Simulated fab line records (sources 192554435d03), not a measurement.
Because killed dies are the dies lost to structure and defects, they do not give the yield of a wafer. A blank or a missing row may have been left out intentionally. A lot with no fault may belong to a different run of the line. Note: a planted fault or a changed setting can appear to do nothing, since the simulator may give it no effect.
A struck lot beside a sound one -- flow n5Finfet -- 33 out of 1938 route steps
Sound: wafers L599.2, L599.4, L599.6. Wafers L605.1, L605.3, L605.5 were the ones struck. The cause is named last.
For every step that has rows: the tool of each side, followed by ch and its chambers, followed by its first start. Under that, the readings that differ: sound wafers -- struck wafers -- difference of the means -- sigmas: that difference in standard deviations of wafers without a fault.
alike: a reading whose means differ by less than 2 such deviations, as well as words and numbers matching on both sides. not compared: withheld readings; readings where some wafer has no value; bounds like >300 that might hide an equal value; numbers whose values overlap and for which the record gives no deviation.
A row with sigmas, a row that says differs or no value, or rows on one side alone: a step with any of these is where the two part. When numbers do not overlap yet have no deviation, they are printed without sigmas and do not part them. A reading missing from all wafers of one side parts the sides only when that side holds two or more wafers.

first, 2 steps without rows for these wafers: N5_HKMG_FIN_ETCH_55 (etches SOC in N2/H2, target depth 240 nm, time 300 s); N5_HKMG_FIN_STRIP_56 (strips in N2/H2).
N5_HKMG_FIN_STRIP_57: strips in CF4.
  sound on rieDiel-01 ch 1,2,3, day 4 11:26; struck on rieDiel-06 ch 0,1, day 5 23:16
  alike: drypumpMotorCurrentA, oesProductAu, rfVppV, showerheadPlenumPTorr, throttleValvePct
  not compared: rfHoursCounterH
N5_HKMG_FIN_ETCH_58: etches SOC in N2/H2, target depth 215.8 nm, time 741 s.
  sound on rieDiel-01 ch 1,2,3, day 4 11:27; struck on rieDiel-06 ch 0,1, day 5 23:17
  alike: drypumpMotorCurrentA, oesProductAu, rfVppV, showerheadPlenumPTorr, throttleValvePct
  not compared: rfHoursCounterH
then, 5 steps without rows for these wafers: N5_HKMG_FIN_STRIP_93 (strips SOC in N2/H2, time 20 s); N5_HKMG_FIN_WET_ETCH_76 (etches Al2O3 in dNH4OH, stops on La2O3, target depth 2.25 nm, rinse time 30 s); N5_HKMG_FIN_STRIP_60 (strips in N2/H2, time 360 s); N5_HKMG_FIN_WET_ETCH_77 (etches La2O3 in dHCl, stops on HfO2, target depth 2 nm); N5_HKMG_FIN_WET_ETCH_78 (etches Al2O3 in dNH4OH, stops on La2O3, target depth 4.5 nm, rinse time 30 s).
N5_HKMG_FIN_ALD_79: deposits TiN, target thk 1.5 nm, pulse time 1 s, purge time 3 s.
  sound on aldMetal-04 ch 0,2,3, day 4 12:31; struck on aldMetal-04 ch 0,1,2, day 6 00:21
  alike: heaterPowerW, precursorPulseHeightRel
N5_HKMG_FIN_CVD_62: deposits a-Si from Si2H6, target thk 3 nm, time 20.8 s.
  sound on thermalCvdSi-01 ch 0,2, day 4 12:53; struck on thermalCvdSi-01 ch 0,2, day 6 00:43
  alike: heaterPowerW
then, 1 step without rows for these wafers: N5_HKMG_FIN_RTA_80 (time 2 s).
N5_HKMG_FIN_PRECLEAN_64: cleans in dHF, time 30 s.
  sound on wetBench-06 ch 1,3,4, day 4 13:10; struck on wetBench-06 ch 3,4,5, day 6 00:59
then, 3 steps without rows for these wafers: N5_HKMG_FIN_WET_ETCH_65 (etches a-Si in TMAH, stops on TiN, time 49 s, target depth 3 nm); N5_HKMG_FIN_WET_ETCH_81 (etches TiN in SC1, stops on HfO2, time 57 s, target depth 6 nm); N5_HKMG_FIN_WET_ETCH_82 (etches La2O3 in dHCl, stops on HfO2, target depth 2 nm, rinse time 30 s).
N5_HKMG_FIN_ALD_36: deposits TiN, target thk 1 nm, pulse time 1 s, purge time 3 s.
  sound on aldMetal-01 ch 0,1, day 4 13:17; struck on aldMetal-01 ch 1,2,3, day 6 01:07
  alike: heaterPowerW, precursorPulseHeightRel
N5_HKMG_FIN_THK_MEAS_70: measures by xrf.
  sound on filmMetro-02, day 4 13:34; struck on filmMetro-01, day 6 01:23
reading,sound,struck,difference,sigmas
HK_THK (nm),1.645 1.619 1.645,1.586 1.588 1.590,-0.048,-3
then, 9 steps without rows for these wafers: N5_HKMG_FIN_PWFM_ALD_03 (deposits TiN, target thk 2 nm, pulse time 1 s, purge time 3 s); N5_HKMG_FIN_COAT_29 (time 60 s, resist thk 300 nm); N5_HKMG_FIN_COAT_30 (time 60 s, resist thk 35 nm); N5_HKMG_FIN_COAT_06 (resist thk 90 nm); N5_HKMG_FIN_EBR_08; N5_HKMG_FIN_SOFTBAKE_07 (time 60 s); N5_HKMG_FIN_EXPOSE_09 (exposes mask NWFM); N5_HKMG_FIN_PEB_10 (peb time 60 s); N5_HKMG_FIN_DEVELOP_11 (develop time 30 s).
N5_HKMG_FIN_CD_MEAS_12: target cd 92.8 nm.
  sound on cdSem-03 ch 0, day 4 14:26; struck on cdSem-02 ch 0, day 6 02:17
  alike: cdNm
N5_HKMG_FIN_OVL_MEAS_13:
  sound on overlay-01 ch 0, day 4 14:28; struck on overlay-02 ch 0, day 6 02:20
  alike: NWFM_OVL
N5_HKMG_FIN_INSPECT_14: inspects for defects (macro).
  sound on defectInspect-01, day 4 14:29; struck on defectInspect-02, day 6 02:21
reading,sound,struck,difference,sigmas
rawDefectCount,1 2 3,>300 >300 >300,differs,
then, 1 step without rows for these wafers: N5_HKMG_FIN_DESCUM_17 (chemistry O2, time 7.9 s).
-- here the record skips 4 days between the struck wafers' starts before and after, leaving off in module HKMG_FIN and picking up in module BEOL_M4 (first step shown: number 1111 of the route) --
N5_BEOL_M4_RC_MEAS_101:
  sound on prober-01 ch 0, day 7 22:22; struck on prober-01 ch 0, day 10 00:04
  alike: DIBL_N, DIBL_P, IOFF_N, IOFF_P, ION_N, ION_P, SS_N, SS_P, VT_N, VT_P
N5_PASSIVATION_PROBE_49:
  rows exist in the record for the sound wafers here (prober-01, day 11 21:02), none for the struck ones

## WHERE THEY PART
Earliest at N5_HKMG_FIN_THK_MEAS_70; latest, in this record, at N5_PASSIVATION_PROBE_49.

WHY: what the simulator had put in
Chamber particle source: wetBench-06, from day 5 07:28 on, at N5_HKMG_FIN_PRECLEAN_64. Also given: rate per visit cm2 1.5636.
